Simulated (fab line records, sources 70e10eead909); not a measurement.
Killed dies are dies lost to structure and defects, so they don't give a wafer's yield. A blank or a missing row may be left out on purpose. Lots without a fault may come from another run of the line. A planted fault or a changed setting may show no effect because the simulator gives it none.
fab line records | flow nand_harc
record lots=5 wafers=15 last_day=26
route steps=1159 shown P_GATE@126 END@1159
lots that met no fault: from a run of the same line without faults
start_h: hours from the record's first day to the start of the lot's first wafer shown | wait_h: hours since the lot's step before | " the same as in the row above | L1.1+2: a row that stands for several wafers | - no value, or no start given | * or withheld: withheld | < > ~ a bound
route shown NAME@n: a module of which the file shows steps, and the number in the route of the first | usual: mean/standard deviation of fault-free wafers | same: alike in all rows | chamber/n: place in a boat | sites: the reading at each site | _std_site: their standard deviation | _edge_site: outer sites' mean less inner sites' | radius_mm: how far each site lies from the wafer's centre | mask NAME#n: copy n | behind: the tool/chamber that last shaped the wafer | hold: why the lot was held/for how many hours/how that ended | device: the transistor (n, p or np) that didn't switch | end of line: the same wafers' tests at the end of the route | a step without rows: its recipe alone | killed: dies lost to structure and defects at the first sort, not the wafer's yield | map: a wafer's dies, x killed, . not, _ none there
set.NAME: the setting as run; set.NAME@STEP: as run at that earlier step | model.NAME: the simulator's own value behind a step, which no gauge read
lots at some steps of the route; a table a step, a row a wafer
services: from which hour (start_h, from the record's first day; less than 0 if before it) a tool's chamber was out of use, for how many hours, and why
## steps
# step NHARC_P_GATE_STRIP_15
# recipe time_s=780 temp_c=130 chemistry=SPM
# step NHARC_P_GATE_PRECLEAN_71
# recipe time_s=* temp_c=50 bath_age_min=0 chemistry=SC1
# step NHARC_P_GATE_SRD_72
# step NHARC_P_GATE_OXIDE_16
# recipe target_thk_a=30 temp_c=875 ox_time_s=392 material=SiO2
# step NHARC_P_GATE_CVD_17
# recipe target_thk_a=1500 temp_c=620 time_s=900 material=poly-Si
# step NHARC_P_GATE_HM_DEP_102
# recipe target_thk_a=1200 temp_c=400 material=aC
# usual throttle_valve_pct=35.000/0.0086
# columns lot.wafer tool chamber start_h wait_h throttle_valve_pct
L276.1 acl_dep-03 0 133.82 0.4 35.003
L276.2 " 0 " " 35.013
L276.3 " 0 " " 34.995
L281.1 acl_dep-02 0 162.11 0.6 35.004
L281.4 " 0 " " 35.010
L281.5 " 0 " " 34.992
L289.4 acl_dep-03 0 204.62 0.7 35.014
L289.5 " 0 " " 34.991
L289.6 " 0 " " 35.000
L292.1 acl_dep-01 0 223.00 1.1 35.012
L292.3 " 0 " " 34.993
L292.5 " 0 " " 34.998
L291.1 acl_dep-03 0 223.26 1.4 35.008
L291.4 " 0 " " 35.005
L291.5 " 0 " " 35.000
# step NHARC_P_GATE_DEP_103
# recipe target_thk_a=300 target_thk_nm=30 temp_c=400 flow_sccm=200 rf_w=350 material=SiON
# usual heater_power_w=728/62
# columns lot.wafer tool chamber start_h wait_h heater_power_w
L276.3 pecvd-03 1 134.49 0.3 723
L276.2 " 2 " " 661
L276.1 " 0 " " 692
L281.1 pecvd-03 2 162.92 0.7 641
L281.4 " 0 " " 698
L281.5 " 1 " " 686
L289.5 pecvd-01 1 205.40 0.6 783
L289.6 " 2 " " 774
L289.4 " 0 " " 736
L292.1 pecvd-02 0 223.74 0.6 821
L292.3 " 1 " " 721
L292.5 " 1 " " 718
L291.1 pecvd-01 0 223.95 0.6 709
L291.4 " 1 " " 744
L291.5 " 2 " " 839
# step NHARC_P_GATE_DEHYDRATE_18
# recipe temp_c=150 time_s=120
# step NHARC_P_GATE_HMDS_19
# recipe time_s=30
# step NHARC_P_GATE_COAT_20
# recipe spin_rpm=1500 resist_thk_nm=90
# step NHARC_P_GATE_SOFTBAKE_21
# recipe temp_c=105 time_s=55
# step NHARC_P_GATE_EBR_22
# step NHARC_P_GATE_EXPOSE_23
# recipe na=1.35 target_cd_nm=120 dose_mj=93.91 mask_id=P_GATE
# usual exposure_dose_mJ_cm2=93.94/0.085
# same na=1.35
# columns lot.wafer tool chamber start_h wait_h mask exposure_dose_mJ_cm2
L276.1 arfi_scanner-02 0 135.18 - P_GATE#0 93.96
L276.2 " 0 " " P_GATE#0 93.95
L276.3 " 0 " " P_GATE#0 93.89
L281.1 arfi_scanner-02 0 163.48 - P_GATE_R1#0 93.99
L281.4 " 0 " " P_GATE_R1#0 93.85
L281.5 " 0 " " P_GATE_R1#0 93.93
L289.4 arfi_scanner-03 0 205.87 - P_GATE#0 93.83
L289.5 " 0 " " P_GATE#0 93.92
L289.6 " 0 " " P_GATE#0 93.93
L292.1 arfi_scanner-01 0 224.15 - P_GATE#0 94.03
L292.3 " 0 " " P_GATE#0 94.01
L292.5 " 0 " " P_GATE#0 94.07
L291.1 arfi_scanner-02 0 224.48 - P_GATE#0 93.95
L291.4 " 0 " " P_GATE#0 94.05
L291.5 " 0 " " P_GATE#0 93.92
# step NHARC_P_GATE_PEB_24
# recipe peb_temp_c=100 peb_time_s=65
# step NHARC_P_GATE_DEVELOP_25
# recipe develop_time_s=35 dev_temp_c=23
# step NHARC_P_GATE_CD_MEAS_26
# recipe target_cd_nm=120 landing_energy_ev=500
# usual cd_nm=119.8/0.53
# columns lot.wafer tool chamber start_h wait_h cd_nm
L276.1 cd_sem-01 0 135.32 - 119.3
L276.2 " 0 " " 120.3
L276.3 " 0 " " 119.9
L281.1 cd_sem-03 0 163.63 - 107.2
L281.4 " 0 " " 108.1
L281.5 " 0 " " 107.9
L289.4 cd_sem-03 0 206.00 - 119.3
L289.5 " 0 " " 118.6
L289.6 " 0 " " 119.0
L292.1 cd_sem-01 0 224.29 - 119.8
L292.3 " 0 " " 120.0
L292.5 " 0 " " 118.7
L291.1 cd_sem-02 0 224.62 - 120.6
L291.4 " 0 " " 119.9
L291.5 " 0 " " 118.9
# step NHARC_P_GATE_OVL_MEAS_27
# usual overlay_x_nm=0.1/0.83 overlay_y_nm=0.0/0.91
# columns lot.wafer tool chamber start_h wait_h overlay_x_nm overlay_y_nm
L276.1 overlay-01 - 135.41 - -0.4 1.2
L276.2 " - " " -0.2 0.7
L276.3 " - " " -0.2 1.0
L281.1 overlay-02 - 163.72 - -0.4 -0.6
L281.4 " - " " 0.8 -0.8
L281.5 " - " " 0.7 -0.4
L289.4 overlay-02 - 206.08 - -1.2 -0.2
L289.5 " - " " -1.0 0.6
L289.6 " - " " -1.2 0.3
L292.1 overlay-02 - 224.38 - 0.9 1.1
L292.3 " - " " 0.2 1.5
L292.5 " - " " 1.0 1.3
L291.1 overlay-01 - 224.71 - 0.3 -0.7
L291.4 " - " " -0.5 -1.0
L291.5 " - " " 0.1 -0.6
# step NHARC_P_GATE_INSPECT_28
# usual raw_defect_count=7/3.2
# columns lot.wafer tool chamber start_h wait_h raw_defect_count
L276.1 defect_inspect-01 - 135.45 0.0 8
L276.2 " - " " 9
L276.3 " - " " 3
L281.1 defect_inspect-01 - 163.76 0.0 6
L281.4 " - " " 9
L281.5 " - " " 3
L289.4 defect_inspect-02 - 206.12 0.0 8
L289.5 " - " " 6
L289.6 " - " " 4
L292.1 defect_inspect-01 - 224.41 0.0 6
L292.3 " - " " 4
L292.5 " - " " 5
L291.1 defect_inspect-02 - 224.75 0.0 6
L291.4 " - " " 12
L291.5 " - " " 10
# step NHARC_P_GATE_DESCUM_31
# recipe time_s=3 o2_flow_sccm=200 ar_flow_sccm=0 bias_power_w=0 chemistry=O2
# usual drypump_motor_current_A=5.8/0.52 oes_product_au=1.000/0.0097 rf_vpp_V=57.8/0.81 showerhead_plenum_p_Torr=1.90/0.061 throttle_valve_pct=11.311/0.0088
# columns lot.wafer tool chamber start_h wait_h drypump_motor_current_A oes_product_au rf_hours_counter_h rf_vpp_V showerhead_plenum_p_Torr throttle_valve_pct model.P_GATE.cd_nm
L276.2 rie_diel-12 1 135.51 0.1 5.4 1.013 36 59.2 1.97 11.305 120.5
L276.3 " 3 " " 5.9 0.980 31 57.9 1.87 11.321 119.9
L276.1 " 0 " " 6.7 0.991 30 59.1 1.90 11.322 118.6
L281.1 rie_diel-02 1 163.88 0.1 6.7 1.000 1 57.2 1.89 11.317 107.3
L281.4 " 2 " " 5.4 1.000 1 57.7 1.77 11.305 108.3
L281.5 " 0 " " 6.5 0.984 - 59.2 1.88 11.305 108
L289.5 rie_diel-01 0 206.21 0.1 5.6 0.997 - 59.1 1.91 11.307 118.7
L289.6 " 1 " " 5.4 1.004 - 57.8 2.01 11.305 118.4
L289.4 " 2 " " 5.1 1.007 - 57.6 1.86 11.307 119.6
L292.3 rie_diel-01 2 224.48 0.1 5.1 1.002 19 58.0 1.86 11.311 -
L292.1 " 3 " " 6.2 0.995 18 57.3 1.86 11.305 119.4
L292.5 " 2 " " 5.1 1.001 - 57.9 1.86 11.302 119.2
L291.1 rie_diel-12 0 224.82 0.1 6.7 0.995 4 58.1 1.89 11.310 120.2
L291.4 " 3 " " 5.8 0.971 4 57.3 1.86 11.321 120.4
L291.5 " 0 " " 6.7 0.995 - 57.0 1.89 11.321 118.2
# step NHARC_P_GATE_ETCH_104
# recipe target_depth_a=600 time_s=withheld cf4_flow_sccm=100 chf3_flow_sccm=30 ar_flow_sccm=0 rf_w=500 bias_w=200 chemistry=CF4/CHF3
# usual drypump_motor_current_A=5.7/0.51 oes_product_au=0.948/0.02 rf_vpp_V=370.4/1.9 showerhead_plenum_p_Torr=1.57/0.05 throttle_valve_pct=16.803/0.0098
# columns lot.wafer tool chamber start_h wait_h drypump_motor_current_A oes_product_au rf_vpp_V showerhead_plenum_p_Torr throttle_valve_pct
L276.3 rie_diel-12 1 135.62 0.1 5.4 0.939 373.2 1.62 16.807
L276.1 " 2 " " 5.6 0.928 368.9 1.52 16.810
L276.2 " 0 " " 6.7 0.917 370.7 1.57 16.786
L281.4 rie_diel-02 2 163.95 0.1 5.4 0.974 368.1 1.47 16.820
L281.1 " 1 " " 6.7 0.965 369.2 1.56 16.821
L281.5 " 2 " " 5.4 0.981 368.0 1.47 16.799
L289.4 rie_diel-01 2 206.59 0.3 5.1 0.950 370.3 1.53 16.806
L289.6 " 0 " " 5.6 0.931 371.0 1.57 16.798
L289.5 " 1 " " 5.3 0.943 372.5 1.65 16.808
L292.1 rie_diel-01 0 224.56 0.1 5.6 0.974 370.1 1.57 16.804
L292.3 " 3 " " 6.2 0.967 369.2 1.53 16.816
L292.5 " 1 " " 5.4 0.955 372.9 1.64 16.806
L291.4 rie_diel-12 0 224.90 0.1 6.7 0.965 370.3 1.56 16.799
L291.1 " 1 " " 5.4 0.961 373.1 1.61 16.796
L291.5 " 1 " " 5.4 0.962 371.3 1.61 16.809
# step NHARC_P_GATE_HM_OPEN_105
# recipe target_depth_a=3600 o2_flow_sccm=400 cos_flow_sccm=20 ar_flow_sccm=0 rf_w=500 bias_w=300 chemistry=O2/COS
# usual drypump_motor_current_A=5.8/0.55 oes_product_au=1.001/0.0094 rf_vpp_V=467.0/2 showerhead_plenum_p_Torr=3.11/0.095 throttle_valve_pct=28.329/0.0093
# columns lot.wafer tool chamber start_h wait_h drypump_motor_current_A oes_product_au rf_hours_counter_h rf_vpp_V showerhead_plenum_p_Torr throttle_valve_pct
L276.3 rie_diel-12 0 - - 6.6 0.992 30 468.9 3.11 28.324
L276.2 " 1 " " 5.4 1.009 36 467.3 3.21 28.322
L276.1 " 3 " " 5.9 0.986 31 465.4 3.05 28.337
L281.1 rie_diel-02 1 - - 6.7 1.005 1 465.5 3.09 28.326
L281.4 " 3 " " 6.1 1.008 2 470.7 3.27 28.321
L281.5 " 1 " " 6.7 1.008 - 467.0 3.09 28.339
L289.4 rie_diel-01 2 - - 5.1 1.009 - 465.6 3.04 28.333
L289.5 " 0 " " 5.7 0.989 - 467.4 3.11 28.323
L289.6 " 1 " " 5.4 1.013 - 471.2 3.26 28.304
L292.3 rie_diel-01 2 - - 5.1 0.998 19 465.6 3.04 28.336
L292.1 " 0 " " 5.7 0.993 19 466.8 3.11 28.321
L292.5 " 1 " " 5.4 1.008 - 469.2 3.26 28.347
L291.1 rie_diel-12 0 - - 6.6 1.003 4 466.4 3.09 28.328
L291.4 " 2 " " 5.6 0.995 4 464.9 3.00 28.314
L291.5 " 0 " " 6.7 1.008 - 466.3 3.09 28.319
# step NHARC_P_GATE_STRIP_106
# recipe o2_flow_sccm=400 cos_flow_sccm=20 ar_flow_sccm=0 bias_w=0 chemistry=O2/COS
# step NHARC_P_GATE_ETCH_114
# recipe target_depth_a=300 overetch_a=30 time_s=16.5 ion_energy_ev=100 cf4_flow_sccm=80 o2_flow_sccm=20 ar_flow_sccm=0 rf_w=300 bias_w=100 chemistry=CF4/O2
# step NHARC_P_GATE_ETCH_32
# recipe target_depth_a=1500 over_etch_frac=1 over_etch_ion_energy_ev=40 time_s=100.1 hbr_flow_sccm=150 cl2_flow_sccm=50 rf_w=400 icp_w=400 bias_w=100 chemistry=HBr/Cl2
# usual drypump_motor_current_A=5.5/0.44 hbr_flow_sccm=150.0/0.47 oes_product_au=0.998/0.0096 throttle_valve_pct=26.405/0.0091
# columns lot.wafer tool chamber start_h wait_h drypump_motor_current_A hbr_flow_sccm oes_product_au rf_hours_counter_h throttle_valve_pct model.P_GATE.cd_nm
L276.3 rie_si-02 2 136.15 - 5.0 149.7 0.994 0.8 26.405 123.4
L276.1 " 3 " " 4.9 149.1 0.986 0.7 26.402 120.7
L276.2 " 1 " " 5.9 149.9 1.005 0.7 26.401 117.3
L281.1 rie_si-03 3 164.36 - 5.3 150.8 0.990 0.0 26.396 108.6
L281.4 " 1 " " 5.2 149.3 0.987 - 26.391 110.9
L281.5 " 3 " " 5.3 150.4 0.985 - 26.396 107.7
L289.4 rie_si-02 2 207.08 - 5.0 150.4 1.000 1.4 26.396 118.7
L289.5 " 2 " " 5.0 150.0 0.997 - 26.397 122.2
L289.6 " 3 " " 4.9 149.9 0.985 - 26.389 118.6
L292.1 rie_si-03 1 224.94 - 5.2 150.5 1.001 0.6 26.414 123.2
L292.3 " 2 " " 5.4 150.4 1.012 0.6 26.424 115.6
L292.5 " 2 " " 5.4 149.5 1.017 - 26.422 119.6
L291.1 rie_si-05 2 225.31 - 5.9 150.2 1.005 1.5 26.396 120.6
L291.4 " 0 " " 4.8 149.5 1.012 1.5 26.422 124.2
L291.5 " 3 " " 5.7 150.0 1.003 - 26.409 117.3
# step NHARC_P_GATE_STRIP_108
# recipe o2_flow_sccm=500 ar_flow_sccm=0 bias_w=0 chemistry=O2
# usual drypump_motor_current_A=5.8/0.52 oes_product_au=1.001/0.0091 rf_vpp_V=57.7/0.91 showerhead_plenum_p_Torr=3.51/0.11 throttle_valve_pct=17.036/0.0087
# columns lot.wafer tool chamber start_h wait_h drypump_motor_current_A oes_product_au rf_hours_counter_h rf_vpp_V showerhead_plenum_p_Torr throttle_valve_pct
L276.1 rie_diel-01 3 136.31 - 6.2 0.996 31 57.2 3.45 17.039
L276.3 " 0 " " 5.7 0.999 28 58.2 3.52 17.042
L276.2 " 2 " " 5.1 1.015 31 56.7 3.44 17.025
L281.4 rie_diel-12 3 164.55 - 5.9 0.986 42 56.9 3.45 17.035
L281.1 " 0 " " 6.7 0.995 42 58.1 3.50 17.024
L281.5 " 3 " " 5.9 0.986 - 59.4 3.45 17.032
L289.6 rie_diel-01 1 207.30 - 5.4 1.007 - 58.1 3.69 17.035
L289.5 " 2 " " 5.1 1.006 - 57.1 3.43 17.037
L289.4 " 0 " " 5.7 0.993 - 56.9 3.51 17.030
L292.1 rie_diel-01 1 225.14 - 5.4 1.015 18 60.1 3.69 17.035
L292.3 " 2 " " 5.1 1.009 19 56.9 3.43 17.028
L292.5 " 3 " " 6.2 0.995 - 58.6 3.44 17.032
L291.1 rie_diel-01 0 225.50 - 5.7 0.996 19 58.5 3.51 17.051
L291.4 " 1 " " 5.4 1.021 18 57.6 3.69 17.031
L291.5 " 2 " " 5.1 1.010 - 57.6 3.43 17.024
# step NHARC_END_SORT_01
# recipe temp_c=25
# usual killed_at_array=27/11 killed_at_other=0.6/1 killed_at_periphery=3.0/2.1 killed_dies=31/12 killed_open=3.2/1.7 killed_short=1.7/1.4
# same gross_dies=677
# columns lot.wafer tool chamber start_h wait_h killed_at_array killed_at_other killed_at_periphery killed_dies killed_open killed_short
L281.5 prober-01 0 522.48 3.8 36 0 8 44 2 2
# killed by level:class
L281.5 A_SLIT:chamber_film_flake=12 A_CHANNEL_HOLE_D1:chamber_film_flake=9 P_GATE:area_expose=6 A_CONTACT:chamber_film_flake=5 A_STAIRCASE:chamber_film_flake=3 P_ZERO_WELL:chamber_film_flake=2 A_ONON_D1:geometric_particle:short=1 A_WL_FILL:geometric_particle:short=1
## services
# columns tool chamber start_h hours kind
pecvd-03 - 111.08 13.0 pm
acl_dep-01 - 111.90 13.0 pm
rie_si-05 1 117.24 4.7 repair
arfi_scanner-03 - 137.43 0.4 repair
rie_diel-01 - 137.80 9.0 pm
arfi_scanner-03 - 140.00 4.0 pm
rie_si-03 - 148.13 0.7 repair
arfi_scanner-02 - 148.52 0.8 repair
rie_si-02 - 150.54 0.1 repair
rie_diel-02 - 150.78 9.0 pm
pecvd-02 - 153.00 13.0 pm
rie_si-03 - 155.00 9.0 pm
arfi_scanner-02 - 156.64 0.9 repair
acl_dep-02 - 168.58 13.0 pm
arfi_scanner-01 - 169.69 3.7 repair
rie_diel-12 3 192.43 5.1 repair
arfi_scanner-01 - 196.00 4.0 pm
rie_diel-12 - 202.62 9.0 pm
rie_diel-01 3 204.20 3.6 repair
rie_si-02 - 211.00 9.0 pm
rie_diel-12 - 212.33 1.2 repair
rie_diel-01 1 216.27 6.4 repair
arfi_scanner-01 - 217.96 0.4 repair
acl_dep-03 - 224.51 13.0 pm
## key
first_sign step=NHARC_P_GATE_EXPOSE_23 reading=mask direction=changed
effect step=NHARC_P_GATE_CD_MEAS_26 reading=cd_nm direction=down sigmas=23 usual=119.8 struck=107.7
model_effect step=NHARC_P_GATE_DESCUM_31 value=P_GATE.cd_nm without=119.6 struck=107.9
model_effect step=NHARC_P_GATE_ETCH_32 value=P_GATE.cd_nm without=120.8 struck=109.1
met_at NHARC_P_GATE_EXPOSE_23
struck_wafers L281.1,L281.4,L281.5
tester_left_out L281
onset_between 135.18 163.48
fault kind=wrong_mask tool=any chamber=- onset_h=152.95 steps=NHARC_P_GATE_EXPOSE_23 aux_copy=P_GATE_R1#0 cd_offset_nm=-11.707 scope=struck_lots_only
# tester_left_out: of these lots the tester's yield and bins aren't shown, on N5 and GAA mostly nor the transistor test; their killed dies are dies lost to structure and defects alone, not to doping, threshold or leakage, so they don't give the yield
